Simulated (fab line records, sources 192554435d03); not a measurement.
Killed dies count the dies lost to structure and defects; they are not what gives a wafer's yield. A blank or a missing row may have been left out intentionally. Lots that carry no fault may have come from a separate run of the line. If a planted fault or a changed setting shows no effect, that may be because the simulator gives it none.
Chamber matching ; flow n5-finfet ; N5_SD_EPI_N_ETCH_35 on rie-diel-02 has 4 sister chambers
The step etches SOC in N2/H2, overetch 108 nm, time 486 s. 18 wafers are shown with their chamber, then 9 later ones without.

== WAFERS WITH THEIR CHAMBER ==
wafer;chamber;showerhead-plenum-p-Torr (Torr);throttle-valve-pct (%);oes-product-au (a.u.)
L075.1;1;2.42;23.3;0.67
L075.4;0;2.63;23.3;0.67
L075.5;1;2.42;23.3;0.66
L081.2;2;2.65;23.7;0.69
L081.3;3;2.51;24.2;0.81
L081.6;2;2.65;23.8;0.69
L080.3;2;2.65;23.8;0.70
L080.4;0;2.62;23.4;0.66
L080.5;2;2.65;23.7;0.69
L086.2;3;2.51;24.2;0.78
L086.3;2;2.65;23.8;0.68
L086.6;0;2.62;23.4;0.65
L088.4;3;2.50;24.2;0.78
L088.5;2;2.65;23.8;0.68
L088.6;3;2.51;24.2;0.79
L091.2;0;2.61;23.4;0.64
L091.4;1;2.41;23.3;0.64
L091.6;2;2.64;23.8;0.68

SIGNATURES (means of the wafers above)
reading;chamber 0;chamber 1;chamber 2;chamber 3;scatter within a chamber
showerhead-plenum-p-Torr;2.6200;2.4167;2.6486;2.5075;0.00553
throttle-valve-pct;23.375;23.300;23.771;24.200;0.0394
oes-product-au;0.6550;0.6567;0.6871;0.7900;0.0117
Rule: a wafer lies at a distance from a chamber equal to the root of the sum of squares, over the readings, of (its reading less the chamber's mean, divided by the reading's scatter). The wafer belongs to the nearest chamber; if the next one is less than 2 further off, it can't be placed. The scatter: the root of (the sum of the squares of (reading less its chamber's mean) over the shown wafers, divided by (wafers less chambers)).

== WAFERS WITHOUT THEIR CHAMBER ==
wafer;showerhead-plenum-p-Torr (Torr);throttle-valve-pct (%);oes-product-au (a.u.)
L092.1;2.41;23.4;0.65
L092.2;2.61;23.4;0.64
L092.3;2.50;24.2;0.77
L094.1;2.61;23.4;0.64
L094.4;2.41;23.3;0.64
L094.5;2.64;23.8;0.67
L095.2;2.41;23.4;0.64
L095.5;2.50;24.3;0.77
L095.6;2.61;23.4;0.64

== WHICH CHAMBER EACH WENT THROUGH ==
wafer;from the rows above;in truth
L092.1;1;1
L092.2;0;0
L092.3;3;3
L094.1;0;0
L094.4;1;1
L094.5;2;2
L095.2;1;1
L095.5;3;3
L095.6;0;0
Placed correctly: 9 of 9. From these rows, 0 cannot be placed. Wrongly placed: 0.
